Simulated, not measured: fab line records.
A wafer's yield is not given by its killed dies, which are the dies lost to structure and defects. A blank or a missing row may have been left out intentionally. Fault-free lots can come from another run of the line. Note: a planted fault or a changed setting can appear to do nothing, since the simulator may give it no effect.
Matching of chambers    flow nand_harc    4 sister chambers for NHARC_A_WL_FILL_ALD_00 on ald_hk-01
The step deposits Al2O3, target thk 3 nm, pulse time 3 s, ald cycles 30. 4 wafers are shown with their chamber, then 11 later ones without.

== WAFERS WITH THEIR CHAMBER ==
wafer   chamber  heater_power_w (W)
L076.2  0        388
L088.2  3        455
L089.5  2        469
L092.1  1        412

== WAFERS WHOSE CHAMBER IS MISSING ==
wafer   heater_power_w (W)
L092.3  479
L092.4  385
L096.2  383
L096.4  472
L096.5  427
L097.2  408
L097.4  464
L097.6  423
L095.1  392
L095.3  470
L095.6  415

== WHICH CHAMBER EACH ONE RAN IN ==
wafer   from the rows above      in truth
L092.3  can't be placed: 2 or 3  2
L092.4  0                        0
L096.2  0                        0
L096.4  can't be placed: 2 or 3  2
L096.5  can't be placed: 1 or 3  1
L097.2  1                        1
L097.4  can't be placed: 2 or 3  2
L097.6  1                        1
L095.1  0                        0
L095.3  can't be placed: 2 or 3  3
L095.6  1                        1
6 of 11 placed correctly. These rows do not allow placing 5 (true chamber among the candidates in 5). Placed wrongly: 0.
How it was worked out, from the rows above alone: a wafer's distance from a chamber is the root of the sum, over the readings, of the square of ((its reading less the chamber's mean) divided by the reading's scatter). If the next closest chamber is less than 2 further off than the closest, the wafer can't be placed; otherwise it belongs to the closest. Each chamber's mean is taken over the wafers shown for it. The scatter: with one shown wafer a chamber, the root of the mean of the squares of how far each hidden wafer lies from its nearest shown one.
